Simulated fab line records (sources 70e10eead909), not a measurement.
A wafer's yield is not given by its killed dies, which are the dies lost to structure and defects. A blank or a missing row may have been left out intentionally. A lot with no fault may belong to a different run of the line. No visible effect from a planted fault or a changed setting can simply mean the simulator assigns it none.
Matching of chambers + flow nand harc + 4 sister chambers for NHARC_A_STAIRCASE_DESCUM_219 on rie diel-11
The step chemistry O2, time 3 s. 16 wafers are shown with their chamber, then 8 later ones without.

## WAFERS PAIRED WITH THEIR CHAMBERS
| wafer  | chamber | oes product au (a.u.) | throttle valve pct (%) | o2 flow sccm (sccm) |
|--------|---------|-----------------------|------------------------|---------------------|
| L076.2 | 1       | 0.972                 | 11.312                 | 199.9               |
| L076.3 | 3       | 1.007                 | 11.311                 | 199.0               |
| L076.6 | 1       | 0.967                 | 11.312                 | 200.5               |
| L078.3 | 3       | 1.001                 | 11.312                 | 200.5               |
| L078.4 | 1       | 0.955                 | 11.307                 | 199.4               |
| L078.6 | 3       | 1.005                 | 11.321                 | 200.2               |
| L080.2 | 3       | 1.001                 | 11.314                 | 200.1               |
| L080.3 | 1       | 0.970                 | 11.311                 | 200.4               |
| L080.5 | 1       | 0.975                 | 11.304                 | 199.7               |
| L084.1 | 2       | 0.984                 | 11.309                 | 199.7               |
| L084.3 | 0       | 1.016                 | 11.303                 | 199.5               |
| L084.4 | 1       | 0.971                 | 11.311                 | 199.4               |
| L091.3 | 1       | 0.967                 | 11.315                 | 200.2               |
| L091.4 | 3       | 1.010                 | 11.299                 | 200.1               |
| L091.5 | 2       | 0.982                 | 11.316                 | 199.0               |
| L095.2 | 2       | 0.987                 | 11.322                 | 200.3               |

SIGNATURES (averages over the wafers above)
| reading            | chamber 0 | chamber 1 | chamber 2 | chamber 3 | scatter within a chamber |
|--------------------|-----------|-----------|-----------|-----------|--------------------------|
| oes product au     | 1.01600   | 0.96814   | 0.98433   | 1.00480   | 0.00518                  |
| throttle valve pct | 11.30300  | 11.31029  | 11.31567  | 11.31140  | 0.0059                   |
| o2 flow sccm       | 199.500   | 199.929   | 199.667   | 199.980   | 0.531                    |
Rule: distance of a wafer from a chamber = root of the sum over the readings of ((wafer's reading minus chamber's mean) / reading's scatter) squared. The wafer belongs to the nearest chamber; if the next one is less than 2 further off, it can't be placed. The scatter: the root of (the sum of the squares of (reading less its chamber's mean) over the shown wafers, divided by (wafers less chambers)).

## WAFERS WHOSE CHAMBER IS MISSING
| wafer  | oes product au (a.u.) | throttle valve pct (%) | o2 flow sccm (sccm) |
|--------|-----------------------|------------------------|---------------------|
| L095.3 | 1.009                 | 11.315                 | 198.8               |
| L095.5 | 1.005                 | 11.314                 | 199.7               |
| L096.3 | 0.963                 | 11.308                 | 200.1               |
| L096.5 | 1.006                 | 11.318                 | 198.9               |
| L096.6 | 1.001                 | 11.311                 | 200.0               |
| L097.1 | 0.980                 | 11.308                 | 199.8               |
| L097.3 | 1.012                 | 11.308                 | 200.2               |
| L097.4 | 0.972                 | 11.303                 | 199.3               |

## WHICH CHAMBER EACH WENT THROUGH
| wafer  | from the rows above     | in truth                   |
|--------|-------------------------|----------------------------|
| L095.3 | can't be placed: 3 or 0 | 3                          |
| L095.5 | 3                       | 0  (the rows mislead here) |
| L096.3 | 1                       | 1                          |
| L096.5 | can't be placed: 3 or 0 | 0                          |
| L096.6 | 3                       | 3                          |
| L097.1 | can't be placed: 2 or 1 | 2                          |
| L097.3 | can't be placed: 3 or 0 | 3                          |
| L097.4 | can't be placed: 1 or 2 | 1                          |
Correctly placed: 2 of 8. These rows do not allow placing 5 (true chamber among the candidates in 5). Number placed wrongly: 1.
